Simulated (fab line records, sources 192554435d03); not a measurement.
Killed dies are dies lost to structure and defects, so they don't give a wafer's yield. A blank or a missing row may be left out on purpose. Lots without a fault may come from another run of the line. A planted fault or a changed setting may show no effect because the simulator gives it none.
Chamber matching | flow n5_finfet | N5_SPACER0_ALD_08 on ald_sin-04: 4 sister chambers
The step deposits SiNx, target thk 2 nm. 7 wafers are shown with their chamber, then 7 later ones without.

WAFERS WITH THEIR CHAMBER
wafer  | chamber | heater_power_w (W)
L670.2 | 2       | 976
L671.4 | 2       | 941
L673.6 | 1       | 826
L676.3 | 0       | 864
L676.5 | 3       | 801
L676.6 | 0       | 885
L677.4 | 3       | 784

WAFERS WITHOUT THEIR CHAMBER
wafer  | heater_power_w (W)
L677.5 | 882
L678.1 | 869
L678.4 | 798
L678.5 | 853
L681.1 | 849
L681.3 | 802
L681.6 | 790

WHICH CHAMBER EACH WENT THROUGH
wafer  | from the rows above          | in truth
L677.5 | 0                            | 0
L678.1 | 0                            | 0
L678.4 | can't be placed: 3 or 1      | 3
L678.5 | can't be placed: 0 or 1      | 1
L681.1 | can't be placed: 1 or 0 or 3 | 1
L681.3 | can't be placed: 3 or 1      | 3
L681.6 | can't be placed: 3 or 1      | 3
Placed correctly: 2 of 7. Can't be placed from these rows: 5 (the true chamber is among the candidates in 5). Placed wrongly: 0.
How it was worked out, from the rows above alone: a wafer's distance from a chamber is the root of the sum, over the readings, of the square of ((its reading less the chamber's mean) divided by the reading's scatter). The wafer belongs to the nearest chamber; if the next one is less than 2 further off, it can't be placed. A chamber's mean is the mean of its shown wafers. The scatter: the root of (the sum of the squares of (reading less its chamber's mean) over the shown wafers, divided by (wafers less chambers)).
